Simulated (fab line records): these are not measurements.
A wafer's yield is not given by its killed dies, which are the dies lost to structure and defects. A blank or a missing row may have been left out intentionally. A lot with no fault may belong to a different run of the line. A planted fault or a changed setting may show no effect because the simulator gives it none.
Matching of chambers | flow nand-harc | NHARC_A_STAIRCASE_DEP_301 on pecvd-03 has 3 sister chambers
The step deposits SiON, target thk 30 nm. 6 wafers are shown with their chamber, then 7 later ones without.

EACH WAFER AND ITS CHAMBER
wafer  | chamber | heater-power-w (W)
L082.6 | 2       | 699
L084.1 | 0       | 830
L084.4 | 2       | 718
L084.5 | 1       | 704
L089.2 | 1       | 708
L089.3 | 0       | 780

WAFERS MISSING THEIR CHAMBER
wafer  | heater-power-w (W)
L089.6 | 699
L087.3 | 712
L087.5 | 742
L087.6 | 704
L088.1 | 688
L088.3 | 806
L088.5 | 802

WHICH CHAMBER EACH WENT THROUGH
wafer  | from the rows above          | in truth
L089.6 | can't be placed: 1 or 2      | 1
L087.3 | can't be placed: 2 or 1      | 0
L087.5 | can't be placed: 2 or 1 or 0 | 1
L087.6 | can't be placed: 1 or 2      | 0
L088.1 | can't be placed: 1 or 2      | 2
L088.3 | 0                            | 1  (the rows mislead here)
L088.5 | 0                            | 0
Correctly placed: 1 of 7. These rows do not allow placing 5 (true chamber among the candidates in 3). Number placed wrongly: 1.
How it was worked out, from the rows above alone: a wafer's distance from a chamber is the root of the sum, over the readings, of the square of ((its reading less the chamber's mean) divided by the reading's scatter). If the next closest chamber is less than 2 further off than the closest, the wafer can't be placed; otherwise it belongs to the closest. A chamber's mean is the mean of its shown wafers. The scatter: take each reading less its chamber's mean, square it, sum over the shown wafers, divide by the number of wafers less the number of chambers, and take the root.
